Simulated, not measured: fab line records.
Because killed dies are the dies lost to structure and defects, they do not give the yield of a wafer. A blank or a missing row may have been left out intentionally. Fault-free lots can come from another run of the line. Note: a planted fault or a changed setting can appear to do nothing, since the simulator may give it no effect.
Chamber matching + flow nand-harc + ald-hk-01 running NHARC_A_STAIRCASE_ALD_420: 4 sister chambers
The step deposits SiO2, target thk 20 nm, pulse time 6 s, ald cycles 200. 14 wafers are shown with their chamber, then 7 later ones without.

== EACH WAFER AND ITS CHAMBER ==
| wafer  | chamber | heater-power-w (W) | precursor-pulse-height-rel |
|--------|---------|--------------------|----------------------------|
| L877.3 | 3       | 443                | 0.977                      |
| L877.4 | 0       | 401                | 1.004                      |
| L877.6 | 3       | 430                | 0.987                      |
| L881.1 | 1       | 477                | 1.037                      |
| L881.2 | 3       | 443                | 0.988                      |
| L881.6 | 1       | 463                | 0.981                      |
| L883.1 | 0       | 393                | 0.958                      |
| L883.2 | 1       | 468                | 0.991                      |
| L883.6 | 1       | 480                | 0.994                      |
| L884.2 | 3       | 437                | 1.044                      |
| L884.3 | 1       | 468                | 0.991                      |
| L884.6 | 2       | 518                | 1.003                      |
| L885.1 | 3       | 442                | 1.034                      |
| L885.3 | 0       | 398                | 1.028                      |

SIGNATURES (averages over the wafers above)
| reading                    | chamber 0 | chamber 1 | chamber 2 | chamber 3 | scatter within a chamber |
|----------------------------|-----------|-----------|-----------|-----------|--------------------------|
| heater-power-w             | 397.33    | 471.20    | 518.00    | 439.00    | 5.98                     |
| precursor-pulse-height-rel | 0.99667   | 0.99880   | 1.00300   | 1.00600   | 0.0286                   |
Rule: for a wafer and a chamber, the distance is found by dividing, reading by reading, the gap between the wafer's reading and the chamber's mean by the reading's scatter, squaring, summing and taking the root. If the next closest chamber is less than 2 further off than the closest, the wafer can't be placed; otherwise it belongs to the closest. The scatter is the square root of a quotient: the sum, over the shown wafers, of each reading's squared deviation from its chamber's mean, divided by wafers minus chambers.

== WAFERS WITH NO CHAMBER GIVEN ==
| wafer  | heater-power-w (W) | precursor-pulse-height-rel |
|--------|--------------------|----------------------------|
| L885.6 | 514                | 0.988                      |
| L887.1 | 438                | 0.989                      |
| L887.4 | 519                | 1.025                      |
| L887.6 | 476                | 0.971                      |
| L889.1 | 402                | 1.006                      |
| L889.3 | 524                | 1.017                      |
| L889.4 | 439                | 0.994                      |

== WHICH CHAMBER EACH WENT THROUGH ==
| wafer  | from the rows above | in truth |
|--------|---------------------|----------|
| L885.6 | 2                   | 2        |
| L887.1 | 3                   | 3        |
| L887.4 | 2                   | 2        |
| L887.6 | 1                   | 1        |
| L889.1 | 0                   | 0        |
| L889.3 | 2                   | 2        |
| L889.4 | 3                   | 3        |
Correctly placed: 7 of 7. Left unplaced by these rows: 0. Wrongly placed: 0.
